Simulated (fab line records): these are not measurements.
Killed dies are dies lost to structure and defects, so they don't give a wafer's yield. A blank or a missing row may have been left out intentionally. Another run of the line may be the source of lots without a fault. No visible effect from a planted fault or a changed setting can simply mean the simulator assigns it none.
fab line records	flow nandHarc	part 1 of 2: steps 1 to 4 of 6
record: lots: 21	wafers: 63	lastDay: 33
route steps=1302 shown A_CHANNEL_FILL_D1@507 A_DECK1_JOINT@530 A_CHANNEL_HOLE_D2@584 A_CHANNEL_FILL_D2@629
lots that met no fault: taken from a fault-free run of the same line
startH: the number of hours between the record's first day and the start of the first shown wafer of the lot	waitH: time in hours since the lot's previous step	" identical to the entry in the row above	L1.1+2: several wafers, shown together as one row	- no value, or no start was given	* or withheld: withheld	< > ~ a bound
route shown NAME@n: names a module that has steps shown in the file, with the first one's number in the route	usual: average and standard deviation across the fault-free wafers	same: alike in all rows	chamber/n: place in a boat	sites: the reading at each site	_std_site: standard deviation across them	_edge_site: the outer-site mean with the inner-site mean subtracted	radiusMm: how far each site lies from the wafer's centre	mask NAME#n: copy n	behind: the tool/chamber that last shaped the wafer	hold: what put the lot on hold/how long, in hours/how the hold closed	device: whichever transistor did not switch (one of n, p or np)	end of line: the route-end tests of the same wafers	for a step that has no rows: nothing shown but its recipe	killed: not the wafer's yield, but the dies lost to structure and defects at the first sort	map: the dies of a wafer, with x for killed, . for not killed, _ for no die there
set.NAME: the setting that was run; set.NAME@STEP: the one run at that earlier step	model.NAME: the simulator's own value behind a step, which no gauge read
a sample of lots followed through the steps of the route, with each step as a table and each wafer as a row
services: from which hour (startH, from the record's first day; less than 0 if before it) a tool's chamber was out of use, for how many hours, and why
== steps ==
step: NHARC_A_CHANNEL_FILL_D1_ALD_25
recipe: targetThkA: 600	pulseTimeS: 10	aldCycles: 600	tempC: 300	material: SiOx
usual: heaterPowerW: 451/38	precursorPulseHeightRel: 1.000/0.02
lot.wafer	tool	chamber	startH	waitH	heaterPowerW	precursorPulseHeightRel
L075.2	aldHk-04	2	233.74	0.1	445	1.008
L075.3	"	3	"	"	458	0.985
L075.4	"	1	235.57	1.9	411	0.976
L074.1	aldHk-01	1	233.76	0.1	403	1.015
L074.2	"	3	234.98	1.3	403	0.978
L074.6	"	1	236.21	2.5	414	0.980
L076.2	aldHk-04	0	244.73	0.1	493	1.028
L076.1	"	1	"	"	417	0.973
L076.5	"	0	247.16	2.5	508	0.976
L077.2	aldHk-03	3	258.73	1.3	413	1.024
L077.4	"	0	"	"	456	1.011
L077.6	"	1	"	"	518	0.998
L078.2	aldHk-01	2	267.66	0.1	419	0.990
L078.3	"	1	269.53	1.9	409	1.013
L078.6	"	3	270.78	3.2	412	0.994
L079.2	aldHk-03	1	268.87	1.3	510	0.990
L079.1	"	2	"	"	451	1.007
L079.5	"	0	270.70	3.1	463	1.033
L081.3	aldHk-03	3	288.00	0.0	408	1.032
L081.1	"	1	289.24	1.3	508	1.003
L081.6	"	0	291.10	3.1	467	1.042
L080.3	aldHk-01	2	290.47	2.5	419	1.000
L080.6	"	0	292.92	5.0	494	0.977
L080.5	"	1	294.15	6.2	415	0.963
L082.1	aldHk-03	0	319.77	0.1	449	0.969
L082.3	"	1	"	"	513	0.949
L082.5	"	1	322.83	3.1	500	1.011
L083.1	aldHk-04	0	319.78	0.1	514	1.016
L083.2	"	1	"	"	400	1.004
L083.5	"	0	322.27	2.5	513	0.971
L084.3	aldHk-04	0	329.11	1.9	512	0.976
L084.6	"	1	"	"	390	1.005
L084.5	"	2	"	"	454	1.027
L086.3	aldHk-01	3	352.04	0.1	437	0.958
L086.2	"	0	"	"	513	0.996
L086.6	"	0	355.09	3.1	502	1.010
L087.1	aldHk-01	0	367.33	0.1	513	0.984
L087.5	"	0	369.79	2.5	505	1.011
L087.6	"	1	"	"	429	0.967
L088.4	aldHk-04	3	369.16	1.9	441	1.044
L088.5	"	0	"	"	517	0.987
L088.6	"	1	"	"	408	1.013
L089.3	aldHk-01	0	371.63	0.7	498	1.017
L089.4	"	1	"	"	421	1.024
L089.1	"	2	"	"	424	0.984
L090.3	aldHk-04	1	384.08	0.1	393	1.017
L090.2	"	0	385.92	2.0	502	0.998
L090.6	"	1	"	"	400	1.018
L091.3	aldHk-01	1	397.77	0.7	430	0.981
L091.2	"	2	"	"	425	1.017
L091.6	"	0	399.60	2.5	504	0.985
L092.1	aldHk-04	3	408.75	1.3	449	1.002
L092.5	"	1	409.98	2.5	395	0.997
L092.6	"	2	"	"	452	0.993
L094.3	aldHk-04	0	425.32	0.7	506	0.992
L094.1	"	2	426.53	1.9	461	0.993
L094.6	"	0	427.73	3.1	514	0.998
L095.1	aldHk-01	0	437.35	0.1	503	1.004
L095.4	"	2	438.56	1.3	426	0.999
L095.5	"	1	440.38	3.1	426	0.997
L096.4	aldHk-01	1	441.69	0.1	435	1.002
L096.3	"	2	"	"	435	1.031
L096.1	"	3	"	"	435	0.998
step: NHARC_A_DECK1_JOINT_ETCHBACK_00
recipe: targetDepthA: 300	timeS: 17.4	hbrFlowSccm: 150	rfW: 350	icpW: 350	biasW: 60	chemistry: HBr
usual: biasW: 60.01/0.15	drypumpMotorCurrentA: 5.8/0.41	oesProductAu: 0.998/0.0099	rfFwdPowerW: 343.2/1.9	throttleValvePct: 23.267/0.0093
lot.wafer	tool	chamber	startH	waitH	biasW	drypumpMotorCurrentA	oesProductAu	rfFwdPowerW	rfHoursCounterH	throttleValvePct
L074.2	rieSi-05	3	256.19	0.1	60.20	5.6	0.990	342.3	0.7	23.275
L074.1	"	0	"	"	59.82	6.2	1.004	344.9	0.7	23.259
L074.6	"	3	"	"	60.12	5.6	0.986	343.0	-	23.265
L075.2	rieSi-02	3	256.23	0.1	60.02	5.6	0.997	344.9	0.9	23.254
L075.4	"	0	"	"	59.88	5.6	0.994	343.6	1.1	23.274
L075.3	"	1	"	"	60.19	5.5	0.980	344.9	1.0	23.256
L076.2	rieSi-05	0	267.17	0.1	59.92	6.2	0.996	343.5	0.8	23.284
L076.1	"	1	"	"	60.05	6.2	0.992	344.1	0.8	23.250
L076.5	"	0	"	"	60.09	6.2	0.993	344.6	-	23.262
L077.4	rieSi-05	2	280.05	0.1	60.15	5.7	1.004	342.7	0.9	23.267
L077.2	"	0	"	"	60.02	6.2	0.997	344.3	0.8	23.266
L077.6	"	2	"	"	60.04	5.7	0.997	342.2	-	23.268
L079.2	rieSi-04	0	289.89	0.1	60.00	6.7	0.984	345.2	0.8	23.254
L079.1	"	1	"	"	60.08	5.9	0.989	345.8	0.7	23.261
L079.5	"	0	"	"	60.17	6.7	0.996	345.2	-	23.270
L078.3	rieSi-02	1	289.90	0.1	59.95	5.6	1.001	346.3	0.1	23.278
L078.2	"	3	"	"	60.10	5.6	1.002	344.2	0.0	23.264
L078.6	"	1	"	"	60.06	5.6	0.993	345.7	-	23.292
L081.3	rieSi-02	2	310.61	0.1	59.78	4.9	0.989	338.9	0.1	23.255
L081.1	"	0	"	"	59.57	5.7	1.016	344.7	0.2	23.275
L081.6	"	2	"	"	59.73	4.9	0.985	339.9	-	23.262
L080.3	rieSi-05	3	314.14	0.1	60.02	5.6	0.981	342.9	0	23.279
L080.6	"	2	"	"	59.82	5.7	0.988	344.9	-	23.271
L080.5	"	3	"	"	60.18	5.6	0.974	342.9	-	23.270
L082.3	rieSi-05	3	342.08	0.1	59.94	5.6	0.991	341.7	0.2	23.269
L082.1	"	0	"	"	60.05	6.2	1.012	344.5	0.1	23.259
L082.5	"	2	"	"	60.12	5.7	1.003	341.4	-	23.280
L083.2	rieSi-02	2	342.08	0.1	60.18	4.9	0.987	340.0	0.3	23.249
L083.1	"	3	"	"	60.44	5.6	1.014	343.4	0.4	23.263
L083.5	"	2	"	"	60.14	4.9	0.982	341.2	-	23.250
L084.3	rieSi-04	3	351.82	0.1	59.98	5.7	1.005	342.8	0	23.271
L084.5	"	0	"	"	59.73	6.7	0.987	346.6	-	23.279
L084.6	"	1	"	"	60.21	5.9	1.003	345.2	-	23.261
L086.2	rieSi-04	2	376.53	0.1	60.20	6.0	0.993	342.0	0.2	23.259
L086.3	"	0	"	"	60.13	6.7	1.003	344.1	0.1	23.268
L086.6	"	1	"	"	59.70	5.9	1.013	344.2	-	23.261
L087.1	rieSi-02	3	389.63	0.1	60.01	5.6	0.995	344.7	0.7	23.255
L087.5	"	3	"	"	59.66	5.6	0.992	345.8	-	23.272
L087.6	"	0	"	"	60.17	5.6	1.005	344.3	-	23.247
L088.4	rieSi-04	1	389.64	0.1	59.98	5.9	1.008	343.5	0.2	23.265
L088.5	"	0	"	"	60.08	6.7	1.002	344.3	-	23.269
L088.6	"	1	"	"	60.05	5.9	1.009	344.5	-	23.268
L089.1	rieSi-04	3	393.49	0.1	60.03	5.7	0.988	341.5	0.3	23.265
L089.4	"	0	"	"	59.98	6.7	0.990	342.6	0.2	23.278
L089.3	"	1	"	"	60.16	5.9	0.997	343.3	0.2	23.265
L090.2	rieSi-05	0	406.62	0.1	59.66	6.2	1.013	343.0	0.5	23.268
L090.3	"	1	"	"	60.04	6.2	0.998	343.4	0.7	23.260
L090.6	"	1	"	"	60.32	6.2	1.012	344.4	-	23.266
L091.2	rieSi-05	2	420.80	0.1	60.09	5.7	0.994	341.1	0.8	23.258
L091.3	"	3	"	"	60.01	5.6	1.006	340.5	0.6	23.279
L091.6	"	2	"	"	60.13	5.7	0.998	341.6	-	23.273
L092.1	rieSi-02	1	430.20	0.1	59.97	5.6	0.993	344.4	0.9	23.279
L092.6	"	0	"	"	60.06	5.7	1.013	343.8	-	23.274
L092.5	"	1	"	"	60.08	5.5	0.994	343.2	-	23.280
L094.3	rieSi-05	1	446.94	0.1	60.02	6.2	1.003	344.7	1.0	23.266
L094.1	"	2	"	"	60.03	5.7	1.003	342.7	1.1	23.262
L094.6	"	0	"	"	60.05	6.2	1.011	344.4	-	23.269
L095.4	rieSi-05	3	459.70	0.1	59.80	5.6	0.991	344.4	0.9	23.271
L095.1	"	1	"	"	59.79	6.2	1.008	344.6	1.1	23.279
L095.5	"	0	"	"	59.92	6.2	1.003	343.7	-	23.266
L096.3	rieSi-05	2	464.12	0.1	60.08	5.7	1.001	342.2	1.1	23.262
L096.1	"	3	"	"	59.96	5.6	0.993	342.8	0.9	23.278
L096.4	"	0	"	"	60.09	6.2	1.018	345.7	0.8	23.260
step: NHARC_A_CHANNEL_HOLE_D2_INSPECT_12
usual: rawDefectCount: 30/22
lot.wafer	tool	chamber	startH	waitH	rawDefectCount
L074.1	defectInspect-02	-	295.76	0.0	61
L074.2	"	-	"	"	67
L074.6	"	-	"	"	60
L075.2	defectInspect-02	-	296.29	0.0	5
L075.3	"	-	"	"	5
L075.4	"	-	"	"	6
L076.1	defectInspect-02	-	305.26	0.0	5
L076.2	"	-	"	"	7
L076.5	"	-	"	"	5
L077.2	defectInspect-02	-	319.22	0.0	6
L077.4	"	-	"	"	2
L077.6	"	-	"	"	4
L078.2	defectInspect-01	-	330.42	0.0	10
L078.3	"	-	"	"	7
L078.6	"	-	"	"	8
L079.1	defectInspect-01	-	330.70	0.0	41
L079.2	"	-	"	"	60
L079.5	"	-	"	"	47
L081.1	defectInspect-01	-	352.01	0.0	51
L081.3	"	-	"	"	52
L081.6	"	-	"	"	60
L080.3	defectInspect-02	-	353.12	0.0	7
L080.5	"	-	"	"	10
L080.6	"	-	"	"	13
L082.1	defectInspect-02	-	384.96	0.0	48
L082.3	"	-	"	"	59
L082.5	"	-	"	"	68
L083.1	defectInspect-02	-	386.46	0.0	7
L083.2	"	-	"	"	11
L083.5	"	-	"	"	8
L084.3	defectInspect-02	-	389.65	0.0	7
L084.5	"	-	"	"	10
L084.6	"	-	"	"	9
L086.2	defectInspect-02	-	419.23	0.0	56
L086.3	"	-	"	"	56
L086.6	"	-	"	"	52
L087.1	defectInspect-02	-	432.17	0.0	7
L087.5	"	-	"	"	11
L087.6	"	-	"	"	17
L088.4	defectInspect-01	-	432.35	0.0	52
L088.5	"	-	"	"	62
L088.6	"	-	"	"	72
L089.1	defectInspect-02	-	434.17	0.0	50
L089.3	"	-	"	"	59
L089.4	"	-	"	"	59
L090.2	defectInspect-02	-	448.31	0.0	51
L090.3	"	-	"	"	63
L090.6	"	-	"	"	40
L091.2	defectInspect-02	-	463.18	0.0	49
L091.3	"	-	"	"	56
L091.6	"	-	"	"	53
L092.1	defectInspect-01	-	476.42	0.0	63
L092.5	"	-	"	"	48
L092.6	"	-	"	"	43
L094.1	defectInspect-01	-	487.52	0.0	22
L094.3	"	-	"	"	25
L094.6	"	-	"	"	23
L095.1	defectInspect-01	-	504.37	0.0	24
L095.4	"	-	"	"	27
L095.5	"	-	"	"	25
L096.1	defectInspect-01	-	514.03	0.0	8
L096.3	"	-	"	"	9
L096.4	"	-	"	"	4
step: NHARC_A_CHANNEL_HOLE_D2_ETCH_39
recipe: targetDepthA: 2600	overEtchFrac: 0.3	timeS: 325	ionEnergyEv: 200	n2FlowSccm: 150	h2FlowSccm: 150	arFlowSccm: 0	rfW: 400	biasW: 150	chemistry: N2/H2
usual: biasW: 150.0/0.46	drypumpMotorCurrentA: 5.7/0.37	h2FlowSccm: 150.1/0.47	oesProductAu: 0.996/0.01	rfFwdPowerW: 399.0/1.2	rfVppV: 429.2/2.3	showerheadPlenumPTorr: 1.99/0.076	throttleValvePct: 14.172/0.009
lot.wafer	tool	chamber	startH	waitH	biasW	drypumpMotorCurrentA	h2FlowSccm	oesProductAu	rfFwdPowerW	rfHoursCounterH	rfVppV	showerheadPlenumPTorr	throttleValvePct
L074.2	rieDiel-09	3	-	-	149.5	5.7	151.0	1.002	398.3	6.3	431.2	2.06	14.170
L074.1	"	1	"	"	149.3	5.1	150.9	0.995	397.2	9.5	435.6	2.19	14.182
L074.6	"	0	"	"	149.7	5.1	149.5	0.994	399.6	-	427.2	1.96	14.171
L075.2	rieDiel-05	3	-	-	149.7	6.0	150.1	1.011	398.4	3.6	429.0	1.94	14.166
L075.3	"	1	"	"	150.1	5.6	150.3	1.004	398.8	4.2	430.9	2.03	14.173
L075.4	"	2	"	"	149.8	6.2	150.5	1.007	399.0	3.6	430.6	2.08	14.175
L076.2	rieDiel-05	1	-	-	150.5	5.6	150.2	0.998	400.8	5.3	429.7	2.03	14.164
L076.1	"	2	"	"	150.7	6.2	150.5	1.007	399.9	4.7	431.2	2.07	14.164
L076.5	"	0	"	"	149.9	5.4	150.6	0.994	400.0	-	426.4	1.90	14.178
L077.2	rieDiel-05	1	-	-	149.7	5.6	151.0	1.006	401.2	6.1	431.2	2.03	14.173
L077.4	"	2	"	"	150.0	6.2	149.9	1.006	399.2	5.3	430.8	2.07	14.153
L077.6	"	2	"	"	150.2	6.2	150.6	1.001	397.8	-	431.9	2.07	14.171
L078.2	rieDiel-05	1	-	-	149.9	5.6	150.2	1.002	399.0	7.1	430.2	2.03	14.179
L078.3	"	2	"	"	150.0	6.2	149.8	1.003	399.5	5.9	432.8	2.07	14.179
L078.6	"	0	"	"	150.0	5.4	150.4	0.991	400.2	-	426.7	1.90	14.168
L079.1	rieDiel-05	3	-	-	149.8	6.0	150.0	0.985	398.9	6.1	428.7	1.94	14.180
L079.2	"	1	"	"	149.8	5.6	149.8	0.993	398.0	7.3	429.9	2.03	14.194
L079.5	"	3	"	"	150.0	6.0	149.1	0.981	397.2	-	427.5	1.94	14.169
L081.1	rieDiel-12	0	-	-	149.9	5.2	151.0	1.002	398.2	4.2	426.3	1.93	14.160
L081.3	"	3	"	"	150.7	5.4	150.3	1.016	396.4	3.3	428.2	1.95	14.179
L081.6	"	0	"	"	150.1	5.2	150.5	1.002	397.1	-	427.6	1.93	14.158
L080.3	rieDiel-05	3	-	-	150.6	6.0	150.1	0.993	400.7	7.5	427.2	1.94	14.175
L080.6	"	3	"	"	150.9	6.0	150.7	0.985	402.0	-	427.5	1.94	14.176
L080.5	"	0	"	"	149.9	5.4	149.6	0.996	399.4	-	425.8	1.90	14.175
L082.3	rieDiel-12	0	-	-	149.5	5.2	150.4	1.017	399.9	6.4	427.8	1.93	14.171
L082.1	"	2	"	"	150.4	5.6	149.3	0.978	400.6	4.3	431.3	2.05	14.172
L082.5	"	3	"	"	150.4	5.4	150.1	1.014	397.5	-	429.0	1.95	14.174
L083.2	rieDiel-09	3	-	-	150.3	5.7	149.9	0.986	402.0	3.1	431.4	2.05	14.170
L083.1	"	0	"	"	149.9	5.1	149.4	1.009	397.3	2.4	427.4	1.96	14.161
L083.5	"	0	"	"	150.1	5.1	149.7	1.000	398.0	-	428.1	1.96	14.177
L084.3	rieDiel-09	1	-	-	150.3	5.1	148.8	1.006	401.6	4.6	435.6	2.19	14.177
L084.6	"	2	"	"	149.5	6.4	150.6	1.020	400.1	-	433.1	2.14	14.168
L084.5	"	3	"	"	149.3	5.7	150.8	0.992	399.7	-	431.2	2.05	14.174
L086.2	rieDiel-05	1	-	-	150.0	5.6	150.3	0.990	398.6	0.2	429.5	2.03	14.185
L086.3	"	3	"	"	149.3	6.0	150.4	0.993	399.9	0.2	428.4	1.94	14.167
L086.6	"	1	"	"	150.3	5.6	149.9	0.987	398.6	-	429.1	2.03	14.168
L087.1	rieDiel-05	1	-	-	150.1	5.6	150.2	0.985	399.6	1.3	430.9	2.03	14.158
L087.5	"	3	"	"	150.4	5.9	151.2	0.986	397.8	-	426.0	1.94	14.191
L087.6	"	0	"	"	150.0	5.4	149.8	0.978	399.3	-	426.3	1.90	14.182
L088.4	rieDiel-12	3	-	-	149.2	5.4	150.2	1.012	399.3	7.5	427.9	1.95	14.176
L088.6	"	2	"	"	149.7	5.7	149.5	0.987	398.7	-	430.8	2.04	14.176
L088.5	"	3	"	"	150.5	5.4	150.4	1.010	398.1	-	427.2	1.95	14.162
L089.1	rieDiel-05	3	-	-	150.1	6.0	149.4	0.990	399.6	1.6	428.3	1.94	14.179
L089.3	"	2	"	"	149.6	6.2	149.6	1.001	399.7	1.7	433.1	2.07	14.181
L089.4	"	0	"	"	149.9	5.4	149.7	0.976	399.3	-	428.3	1.90	14.176
L090.3	rieDiel-05	3	-	-	149.7	6.0	150.6	0.995	399.6	3.0	428.7	1.94	14.181
L090.2	"	0	"	"	151.1	5.4	149.6	0.984	398.5	3.3	428.1	1.90	14.167
L090.6	"	1	"	"	149.7	5.6	149.0	0.980	398.8	-	428.9	2.03	14.165
L091.3	rieDiel-05	1	-	-	149.7	5.6	150.1	1.008	400.7	3.3	429.5	2.03	14.155
L091.2	"	2	"	"	150.5	6.3	150.9	0.998	399.7	3.8	429.9	2.07	14.175
L091.6	"	1	"	"	150.0	5.6	150.0	1.006	399.0	-	430.1	2.03	14.166
L092.1	rieDiel-05	3	-	-	150.6	6.0	150.8	1.000	400.8	4.9	428.5	1.94	14.179
L092.5	"	3	"	"	149.7	6.0	150.6	0.996	400.5	-	426.8	1.94	14.167
L092.6	"	0	"	"	150.4	5.4	150.5	0.989	398.6	-	426.1	1.90	14.175
L094.1	rieDiel-12	0	-	-	150.3	5.2	150.7	0.989	398.3	0.9	427.3	1.93	14.161
L094.3	"	1	"	"	149.6	5.8	150.0	0.980	399.5	0.9	429.2	1.94	14.176
L094.6	"	0	"	"	149.9	5.2	149.8	0.992	397.4	-	426.6	1.93	14.183
L095.4	rieDiel-12	3	-	-	150.3	5.4	150.9	1.005	398.3	2.7	427.7	1.95	14.155
L095.1	"	0	"	"	150.2	5.2	150.2	1.002	399.8	2.5	426.7	1.93	14.153
L095.5	"	0	"	"	150.2	5.2	149.9	1.002	400.2	-	428.1	1.93	14.161
L096.1	rieDiel-12	2	-	-	150.6	5.6	150.0	0.970	399.2	3.7	429.5	2.04	14.178
L096.3	"	3	"	"	150.4	5.4	149.6	1.004	399.6	4.2	427.2	1.94	14.167
L096.4	"	1	"	"	150.1	5.8	151.0	0.983	398.9	3.7	428.8	1.94	14.174
